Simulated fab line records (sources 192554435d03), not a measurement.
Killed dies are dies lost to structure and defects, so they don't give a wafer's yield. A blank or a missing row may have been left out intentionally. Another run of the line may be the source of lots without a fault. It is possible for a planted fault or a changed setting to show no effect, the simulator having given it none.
Split-lot study || flow n5 finfet || 21 wafers read from 7 lots, route of 1938 steps

== THE SPLIT ==
At N5_BEOL_M7_HM_DEP_02 (deposits TiN, target thk 20 nm), the setting target thk a was moved away from the recipe's 200 angstrom on 3 of the 21 wafers read, by -7.5% to +3.5%. For the rest of the wafers, this setting stayed at what the recipe calls for.

== FROM THE SPLIT TO THE READING: what the file shows between them, 8 steps ==
- N5_BEOL_M7_COAT_05: resist thk 90 nm (also split here: spin rpm)
- N5_BEOL_M7_EBR_07
- N5_BEOL_M7_SOFTBAKE_06: time 60 s
- N5_BEOL_M7_DESCUM_16: chemistry O2, time 7.9 s
- N5_BEOL_M7_ETCH_61: etches SiARC in CF4, target depth 45.5 nm, time 75.8 s
- N5_BEOL_M7_ETCH_62: etches SOC in N2/H2, target depth 110 nm, overetch 22 nm, time 165 s
- N5_BEOL_M7_STRIP_68: strips in N2/H2
- N5_BEOL_M7_STRIP_67: strips in CF4

== THE READING ==
etch.depth nm (the simulator's own value, which no gauge read), in nm, at N5_BEOL_M7_HM_OPEN_17 (chemistry Cl2/BCl3, target TiN, target depth 20 nm, overetch 6 nm). The file gives no usual value for it. Average 20.08 nm, standard deviation 0.31 nm, over the 18 wafers here run with the recipe.

{"wafer": "L074.3", "tool, chamber at the split": "pvd sputter-01, -", "target thk a as run, angstrom": 200, "against the recipe": "recipe", "etch.depth nm, nm": 19.98, "against lot-mates on the recipe": "-"}
{"wafer": "L074.4", "tool, chamber at the split": "pvd sputter-01, -", "target thk a as run, angstrom": 200, "against the recipe": "recipe", "etch.depth nm, nm": 19.84, "against lot-mates on the recipe": "-"}
{"wafer": "L074.6", "tool, chamber at the split": "pvd sputter-01, -", "target thk a as run, angstrom": 200, "against the recipe": "recipe", "etch.depth nm, nm": 19.78, "against lot-mates on the recipe": "-"}
{"wafer": "L076.4", "tool, chamber at the split": "pvd sputter-02, -", "target thk a as run, angstrom": 200, "against the recipe": "recipe", "etch.depth nm, nm": 19.54, "against lot-mates on the recipe": "-"}
{"wafer": "L076.5", "tool, chamber at the split": "pvd sputter-02, -", "target thk a as run, angstrom": 200, "against the recipe": "recipe", "etch.depth nm, nm": 19.44, "against lot-mates on the recipe": "-"}
{"wafer": "L076.6", "tool, chamber at the split": "pvd sputter-02, -", "target thk a as run, angstrom": 185.1, "against the recipe": "-7.5%", "etch.depth nm, nm": 17.96, "against lot-mates on the recipe": -1.53}
{"wafer": "L079.3", "tool, chamber at the split": "pvd sputter-03, -", "target thk a as run, angstrom": 200, "against the recipe": "recipe", "etch.depth nm, nm": 19.81, "against lot-mates on the recipe": "-"}
{"wafer": "L079.5", "tool, chamber at the split": "pvd sputter-03, -", "target thk a as run, angstrom": 200, "against the recipe": "recipe", "etch.depth nm, nm": 20.34, "against lot-mates on the recipe": "-"}
{"wafer": "L079.6", "tool, chamber at the split": "pvd sputter-03, -", "target thk a as run, angstrom": 200, "against the recipe": "recipe", "etch.depth nm, nm": 19.94, "against lot-mates on the recipe": "-"}
{"wafer": "L085.1", "tool, chamber at the split": "pvd sputter-01, -", "target thk a as run, angstrom": 207, "against the recipe": "+3.5%", "etch.depth nm, nm": 21.01, "against lot-mates on the recipe": "+0.71"}
{"wafer": "L085.2", "tool, chamber at the split": "pvd sputter-01, -", "target thk a as run, angstrom": 200, "against the recipe": "recipe", "etch.depth nm, nm": 20.14, "against lot-mates on the recipe": "-"}
{"wafer": "L085.6", "tool, chamber at the split": "pvd sputter-01, -", "target thk a as run, angstrom": 200, "against the recipe": "recipe", "etch.depth nm, nm": 20.47, "against lot-mates on the recipe": "-"}
{"wafer": "L093.4", "tool, chamber at the split": "pvd sputter-03, -", "target thk a as run, angstrom": 200, "against the recipe": "recipe", "etch.depth nm, nm": 20.19, "against lot-mates on the recipe": "-"}
{"wafer": "L093.5", "tool, chamber at the split": "pvd sputter-03, -", "target thk a as run, angstrom": 200, "against the recipe": "recipe", "etch.depth nm, nm": 20.05, "against lot-mates on the recipe": "-"}
{"wafer": "L093.6", "tool, chamber at the split": "pvd sputter-03, -", "target thk a as run, angstrom": 200, "against the recipe": "recipe", "etch.depth nm, nm": 20.09, "against lot-mates on the recipe": "-"}
{"wafer": "L095.1", "tool, chamber at the split": "pvd sputter-01, -", "target thk a as run, angstrom": 200, "against the recipe": "recipe", "etch.depth nm, nm": 20.42, "against lot-mates on the recipe": "-"}
{"wafer": "L095.2", "tool, chamber at the split": "pvd sputter-01, -", "target thk a as run, angstrom": 200, "against the recipe": "recipe", "etch.depth nm, nm": 20.07, "against lot-mates on the recipe": "-"}
{"wafer": "L095.3", "tool, chamber at the split": "pvd sputter-01, -", "target thk a as run, angstrom": 200, "against the recipe": "recipe", "etch.depth nm, nm": 20.37, "against lot-mates on the recipe": "-"}
{"wafer": "L096.4", "tool, chamber at the split": "pvd sputter-03, -", "target thk a as run, angstrom": 192.5, "against the recipe": "-3.7%", "etch.depth nm, nm": 19.9, "against lot-mates on the recipe": -0.56}
{"wafer": "L096.5", "tool, chamber at the split": "pvd sputter-03, -", "target thk a as run, angstrom": 200, "against the recipe": "recipe", "etch.depth nm, nm": 20.52, "against lot-mates on the recipe": "-"}
{"wafer": "L096.6", "tool, chamber at the split": "pvd sputter-03, -", "target thk a as run, angstrom": 200, "against the recipe": "recipe", "etch.depth nm, nm": 20.4, "against lot-mates on the recipe": "-"}

FIT RESULTS
A straight line over all 21 wafers: etch.depth nm changes by +0.243 nm for each +1% of target thk a; r = +0.82; the points scatter about the line by 0.35 nm.
The same after taking each lot's own level away (the mean of its wafers on the recipe; 21 wafers): +0.196 nm for each +1%; r = +0.95; scatter 0.14 nm.
According to that fit, moving target thk a by its largest amount changes the reading by 1.5 nm.
From 19.490 to 20.460 nm: that is the span of the lots' own levels, equal to 3.2 times the standard deviation above.
So the slope is not independent of the lot-to-lot level: the two fits are not the same.
Check: with one of the wafers moved furthest among these (-7.5%) left out of the fit, the line predicts -1.28 nm for it against its lot-mates. Against them it came out at -1.53 nm.

== FURTHER SPLITS ON THESE WAFERS ==
Other splits were also applied to these wafers ahead of the reading. Each is held against what the fit with the lots' levels taken away leaves over:
{"other split on the same wafers": "N5_BEOL_M3_HM_DEP_02 target thk a", "wafers away from the commonest value": 6, "r with etch.depth nm (lot level and that fit taken away)": "+0.04"}
{"other split on the same wafers": "N5_BEOL_M5_COAT_05 spin rpm", "wafers away from the commonest value": 6, "r with etch.depth nm (lot level and that fit taken away)": "+0.03"}
{"other split on the same wafers": "N5_BEOL_M5_ETCH_72 bias w", "wafers away from the commonest value": 5, "r with etch.depth nm (lot level and that fit taken away)": "+0.06"}
{"other split on the same wafers": "N5_BEOL_M7_COAT_05 spin rpm", "wafers away from the commonest value": 9, "r with etch.depth nm (lot level and that fit taken away)": -0.13}

== THE WHOLE CHAIN: every reading that the file lists as answering this split, in the file's order ==
{"step": "N5_BEOL_M7_HM_DEP_02", "what it does": "deposits TiN, target thk 20 nm", "reading": "TiN_of_BEOL_M7_HM_DEP_02.thk nm (the simulator's own value, which no gauge read)", "change (the file's fit)": "+0.189 nm for each +1% of the setting", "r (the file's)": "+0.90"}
{"step": "N5_BEOL_M7_HM_OPEN_17", "what it does": "chemistry Cl2/BCl3, target TiN, target depth 20 nm, overetch 6 nm", "reading": "etch.depth nm (the simulator's own value, which no gauge read)", "change (the file's fit)": "+0.196 nm for each +1% of the setting", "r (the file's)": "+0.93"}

== FILE'S OWN FIT ==
etch.depth nm changes by +0.196 nm for each +1% of target thk a, r = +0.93.
